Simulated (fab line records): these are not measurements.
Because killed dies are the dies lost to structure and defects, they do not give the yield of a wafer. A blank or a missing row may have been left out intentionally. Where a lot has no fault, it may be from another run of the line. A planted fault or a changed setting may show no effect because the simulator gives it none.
2 desks, one fault    flow n5_finfet    every desk sees just its own numbers, and what lay behind them comes last

## TOOL OWNER'S DESK, cvd_co-02
The tool's own readings at N5_BEOL_M3_CVD_47 (deposits Co from CCTBA/H2, target thk 3 nm, time 223.8 s): means of the sampled wafers that have a number, for each lot that ran on this tool. If a lot's mean is further than 4 standard deviations from the usual mean, the lot is out of limits and carries the mark OUT (the distance appears in the brackets).
Columns: A = run_length_s at N5_BEOL_M3_CVD_47, usual 247.0 s
lot   first seen here  A
L572  day 7 09:01      247.1
L578  day 8 16:49      247.2
L579  day 8 17:01      247.2
L581  day 9 12:11      279.5 (+52) OUT
L585  day 10 12:06     312.2 (+99 or more) OUT
L586  day 10 19:32     344.9 (+99 or more) OUT
L593  day 13 06:02     247.2
L595  day 13 16:09     246.6
This desk's verdict: out of limits on L581, L585, L586, starting with L581 at day 9 12:11 (run_length_s at N5_BEOL_M3_CVD_47). L572, L578, L579, L593, L595 stayed within limits.

## METROLOGY DESK
What the gauges read for every lot (on any tool): the sampled wafers with a number, averaged. If a lot's mean is further than 4 standard deviations from the usual mean, the lot is out of limits and carries the mark OUT (the distance appears in the brackets). 7 of its 11 readings are shown, namely those furthest out on some lot.
Columns: A = trench_depth_nm at N5_BEOL_M3_OCD_MEAS_38, usual 55.4 nm; B = DIBL_N at N5_BEOL_M4_RC_MEAS_101, usual 36.1 mV/V; C = DIBL_P at N5_BEOL_M4_RC_MEAS_101, usual 35.7 mV/V; D = IOFF_N at N5_BEOL_M4_RC_MEAS_101, usual 0.159 nA/um; E = ION_P at N5_BEOL_M4_RC_MEAS_101, usual 462 uA/um; F = SS_N at N5_BEOL_M4_RC_MEAS_101, usual 71.4 mV/dec; G = VT_P at N5_BEOL_M4_RC_MEAS_101, usual -250 mV
lot   first seen here  A     B     C     D      E    F     G
L572  day 7 07:16      53.9  33.4  33.7  0.125  462  71.2  -249
L575  day 7 20:53      55.3  35.3  32.8  0.159  476  71.3  -246
L578  day 8 14:28      57.3  36.5  37.3  0.170  450  72.2  -253
L579  day 8 14:36      55.5  37.3  35.2  0.157  460  71.6  -250
L581  day 9 11:29      55.0  35.3  35.2  0.160  456  71.2  -251
L582  day 9 19:38      55.8  37.2  36.6  0.160  464  71.3  -249
L585  day 10 11:26     56.3  36.3  37.2  0.154  467  71.2  -247
L586  day 10 16:52     56.6  35.0  35.2  0.142  456  70.9  -252
L574  day 12 18:05     55.8  35.2  35.9  0.162  473  71.6  -246
L593  day 13 04:50     56.3  36.2  35.9  0.173  460  71.9  -251
L595  day 13 14:40     55.8  37.4  35.8  0.160  472  70.9  -248
Result from this desk: across the 11 lots, nothing is out of limits.

## TAKEN TOGETHER
At day 9 12:11, on L581, L585, L586, the tool owner's desk was in a position to raise an alarm.
The metrology desk saw nothing out of limits.
The metrology desk has L581, L585, L586 on record, within its limits.
N5_BEOL_M3_CVD_47 was run on cvd_co-02 by each of the lots named.

## WHAT HAD BEEN PUT IN BY THE SIMULATOR
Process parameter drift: cvd_co-02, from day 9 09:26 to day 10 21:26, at N5_BEOL_M3_CVD_47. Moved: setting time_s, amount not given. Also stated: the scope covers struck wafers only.
Shown lots that were struck: L581, L585, L586.
Each desk's first reading out of limits, in hours after the fault started: the tool owner's desk, 3.
